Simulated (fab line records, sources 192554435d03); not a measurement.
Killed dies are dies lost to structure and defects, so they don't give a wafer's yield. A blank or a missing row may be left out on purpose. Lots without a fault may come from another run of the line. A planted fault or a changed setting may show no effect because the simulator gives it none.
Which tool did it? | flow n5_finfet | 6 lots, 17 wafers sampled, at 5 steps of a route of 1938

WHAT THE GAUGES READ, wafer by wafer
N5_BEOL_M9_OCD_MEAS_38.
lot  | measured     | on     | trench_depth_nm (nm)
L439 | day 10 01:48 | ocd-02 | 147.0 147.6 151.8
L444 | day 11 15:59 | ocd-02 | 151.2 154.7 146.9
L445 | day 12 04:13 | ocd-02 | 146.4 151.8 146.8
L450 | day 12 23:44 | ocd-02 | 150.7 151.2
L452 | day 14 01:14 | ocd-01 | 153.8 150.7 149.3
L454 | day 14 01:50 | ocd-02 | 106.8 103.2 105.1

WHICH TOOL RAN EACH LOT (tool, then ch and the chambers of the sampled wafers, then the start)
lot  | N5_BEOL_M9_DESCUM_16               | N5_BEOL_M9_HM_OPEN_17             | N5_BEOL_M9_TRENCH_ETCH_37          | N5_BEOL_M9_STRIP_80
L439 | rie_diel-05 ch 1,2,3, day 10 00:13 | rie_metal-02 ch 0,1, day 10 00:29 | rie_diel-05 ch 1,2,3, day 10 01:38 | rie_diel-05 ch 1,2,3, day 10 01:48 or earlier
L444 | rie_diel-05 ch 0,1,2, day 11 12:35 | rie_metal-03 ch 0,1, day 11 12:51 | rie_diel-02 ch 0,2,3, day 11 15:49 | rie_diel-02 ch 0,2,3, day 11 15:59 or earlier
L445 | rie_diel-02 ch 2,3, day 12 01:04   | rie_metal-02 ch 0,1, day 12 01:20 | rie_diel-05 ch 1,2,3, day 12 04:03 | rie_diel-05 ch 1,2,3, day 12 04:13 or earlier
L450 | rie_diel-01 ch 1,3, day 12 22:13   | rie_metal-02 ch 1, day 12 22:29   | rie_diel-05 ch 0,3, day 12 23:34   | rie_diel-05 ch 0,3, day 12 23:44 or earlier
L452 | rie_diel-02 ch 0,2,3, day 13 20:11 | rie_metal-01 ch 0,1, day 13 20:28 | rie_diel-01 ch 0,2,3, day 14 01:04 | rie_diel-01 ch 0,2,3, day 14 01:14 or earlier
L454 | rie_diel-02 ch 2,3, day 13 21:28   | rie_metal-03 ch 0,1, day 13 21:44 | rie_diel-02 ch 0,2,3, day 14 01:39 | rie_diel-02 ch 0,2,3, day 14 01:50 or earlier
- N5_BEOL_M9_DESCUM_16: chemistry O2, time 7.9 s.
- N5_BEOL_M9_HM_OPEN_17: chemistry Cl2/BCl3, target TiN, target depth 20 nm, overetch 6 nm.
- N5_BEOL_M9_TRENCH_ETCH_37: etches SiCOH lowk in C4F6/O2, target depth 151.43 nm, time 49 s.
- N5_BEOL_M9_STRIP_80: strips in N2/H2, time 10 s.

THE ANSWER, worked out from the rows above alone
Rule: what is usual is taken from the lots themselves. Put in order of their means at a reading, lots are off if they are a third of the lots or fewer, leave a main group of 4 or more, and stand apart from it by a gap of 3 or more times the standard deviation of the main group's means; of several such gaps the widest counts. A main group whose means are all the same, to the digits that the tables above print for the reading, isn't used. A lot without any number at a reading at which 4 lots or more have one is off too. The other lots that the step has rows for count as sound.
Off: L454, at N5_BEOL_M9_OCD_MEAS_38 (trench_depth_nm). The main group: mean 150.1 nm, standard deviation 1.2.
A tool fits if, at a process step before that reading, it ran every lot that is off, and no sound lot after the first of them. The gauges at N5_BEOL_M9_OCD_MEAS_38 are tried like those tools. N5_BEOL_M9_STRIP_80 gives no start for some lots, so the hours and the order of its lots are those of N5_BEOL_M9_OCD_MEAS_38. Can't be told from this: 3 tools fit, rie_diel-02 at N5_BEOL_M9_DESCUM_16 and N5_BEOL_M9_TRENCH_ETCH_37 and N5_BEOL_M9_STRIP_80, rie_metal-03 at N5_BEOL_M9_HM_OPEN_17, ocd-02 at N5_BEOL_M9_OCD_MEAS_38.

WHAT THE SIMULATOR HAD PUT IN
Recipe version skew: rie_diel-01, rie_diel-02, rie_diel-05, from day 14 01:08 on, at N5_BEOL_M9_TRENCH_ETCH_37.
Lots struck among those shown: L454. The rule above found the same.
